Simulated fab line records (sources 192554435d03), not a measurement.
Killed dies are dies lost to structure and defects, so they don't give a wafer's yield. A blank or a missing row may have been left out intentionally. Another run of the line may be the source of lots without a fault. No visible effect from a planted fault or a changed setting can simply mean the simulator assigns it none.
A lot that was struck, set against a sound lot -- flow n5_finfet -- 28 out of 1938 route steps
Sound: these wafers, L320.1, L320.3, L320.6. Struck: wafer L316.4. (L316.5, L316.6 of the same lot were not struck and are left out.) The cause comes at the end.
For every step that has rows: the tool of each side, followed by ch and its chambers, followed by its first start. Under that, the readings that differ: sound wafers -- struck wafers -- difference of the means -- sigmas: that difference in standard deviations of wafers without a fault.
alike: same words and numbers on both sides, and readings whose means sit less than 2 such deviations apart. not compared: any withheld reading, any reading some wafer has no value for, any bound like >300 that may hide the same value, and any number with overlapping values for which the record gives no deviation.
Wherever a step has rows on one side only, a row that says differs or no value, or a row with sigmas, the two part there. Numbers that don't overlap but have no deviation are shown without sigmas and don't part them. Lack of a reading on every wafer of one side parts them only where that side has two or more wafers.

first, 9 steps without rows for these wafers: N5_BEOL_M0_SAQP_PEB_38 (peb time 60 s); N5_BEOL_M0_SAQP_DEVELOP_39 (develop time 30 s); N5_BEOL_M0_SAQP_DESCUM_45 (chemistry O2, time 7 s); N5_BEOL_M0_SAQP_ETCH_88 (etches underlayer in N2/H2, target depth 6.5 nm, time 5.2 s); N5_BEOL_M0_SAQP_ETCH_73 (etches SiARC in CF4, target depth 19.5 nm, time 32.5 s); N5_BEOL_M0_SAQP_CUT_ETCH_46 (etches SOC in N2/H2, target depth 135 nm, overetch 27 nm, time 202.5 s); N5_BEOL_M0_SAQP_STRIP_74 (strips in N2/H2); N5_BEOL_M0_SAQP_STRIP_89 (strips in N2/H2); N5_BEOL_M0_SAQP_ALD_48 (deposits SiO2, target thk 20 nm, pulse time 1 s, co reactant pulse time 1 s).
N5_BEOL_M0_SAQP_ETCH_49: etches SiO2 in CF4/O2, target depth 37 nm.
  sound on rie_diel-05 ch 1,2, day 11 08:17; struck on rie_diel-01 ch 0, day 10 07:00
reading,sound,struck,difference,sigmas
model.BEOL_M0_SAQP.feature_depth_nm (nm),36 37.2 35.8,51.8,+15.5,
model.etch.depth_nm (nm),36.03 37.3 35.71,51.82,+15.47,
model.SOC_of_BEOL_M0_SAQP_COAT_69.thk_nm (nm),71 70.6 71,62.6,-8.3,
  alike: O2_flow_sccm, drypump_motor_current_A, mfc_ar_sccm, oes_product_au, rf_vpp_V, showerhead_plenum_p_Torr, throttle_valve_pct
  not compared: rf_hours_counter_h
then, 10 steps without rows for these wafers: N5_BEOL_M0_SAQP_STRIP_75 (strips in CF4); N5_BEOL_M0_CUTY_COAT_50 (time 60 s, resist thk 15 nm); N5_BEOL_M0_CUTY_COAT_51 (resist thk 150 nm); N5_BEOL_M0_CUTY_EBR_52; N5_BEOL_M0_CUTY_SOFTBAKE_53 (time 60 s); N5_BEOL_M0_CUTY_EXPOSE_54 (exposes mask M0 ABLK); N5_BEOL_M0_CUTY_PEB_55 (peb time 60 s); N5_BEOL_M0_CUTY_DEVELOP_56 (develop time 30 s); N5_BEOL_M0_CUTY_DESCUM_61 (chemistry O2, time 7.9 s); N5_BEOL_M0_CUTY_ETCH_62 (etches SiARC in CF4, time 58.5 s).
N5_BEOL_M0_CUTY_ETCH_63: etches SOC in N2/H2, target depth 82.7 nm, overetch 16.5 nm, time 124 s.
  sound on rie_diel-04 ch 1,2, day 11 08:50; struck on rie_diel-02 ch 1, day 10 07:40
reading,sound,struck,difference,sigmas
model.etch.depth_nm (nm),70.94 70.5 70.98,62.5,-8.3,
  alike: drypump_motor_current_A, h2_flow_sccm, oes_product_au, rf_vpp_V, showerhead_plenum_p_Torr, throttle_valve_pct
  not compared: rf_hours_counter_h
then, 3 steps without rows for these wafers: N5_BEOL_M0_CUTY_STRIP_64 (strips in N2/H2); N5_BEOL_M0_ETCH_138 (etches SiCN in CH3F/O2, target depth 12 nm, time 31.6 s); N5_BEOL_M0_HM_OPEN_105 (chemistry Cl2/BCl3, target TiN, target depth 12 nm).
N5_BEOL_M0_STRIP_140: strips in CF4.
  sound on rie_diel-02 ch 1,2,3, day 11 13:13; struck on rie_diel-06 ch 2, day 10 10:28
reading,sound,struck,difference,sigmas
model.SiO2_of_BEOL_M0_SAQP_ALD_48.thk_nm (nm),12 11 12.2,5.6,-6.1,
  alike: drypump_motor_current_A, oes_product_au, power_w, rf_vpp_V, showerhead_plenum_p_Torr, throttle_valve_pct
  not compared: rf_hours_counter_h
then, 1 step without rows for these wafers: N5_BEOL_M0_STRIP_104 (strips in N2/H2).
-- here the record skips 2 days between the struck wafers' starts before and after, leaving off in module BEOL_M0 and picking up in module BEOL_M4 (first step shown: number 1111 of the route) --
N5_BEOL_M4_RC_MEAS_101:
  sound on prober-01 ch 0, day 13 12:31; struck on prober-01 ch 0, day 12 10:42
  alike: DIBL_N, DIBL_P, IOFF_N, IOFF_P, ION_N, ION_P, SS_N, SS_P, VT_N, VT_P
next, for these wafers, 1 step has no rows: N5_PASSIVATION_PROBE_49.

## WHERE THEY PART
Nowhere in this record.

WHY: whatever the simulator had introduced
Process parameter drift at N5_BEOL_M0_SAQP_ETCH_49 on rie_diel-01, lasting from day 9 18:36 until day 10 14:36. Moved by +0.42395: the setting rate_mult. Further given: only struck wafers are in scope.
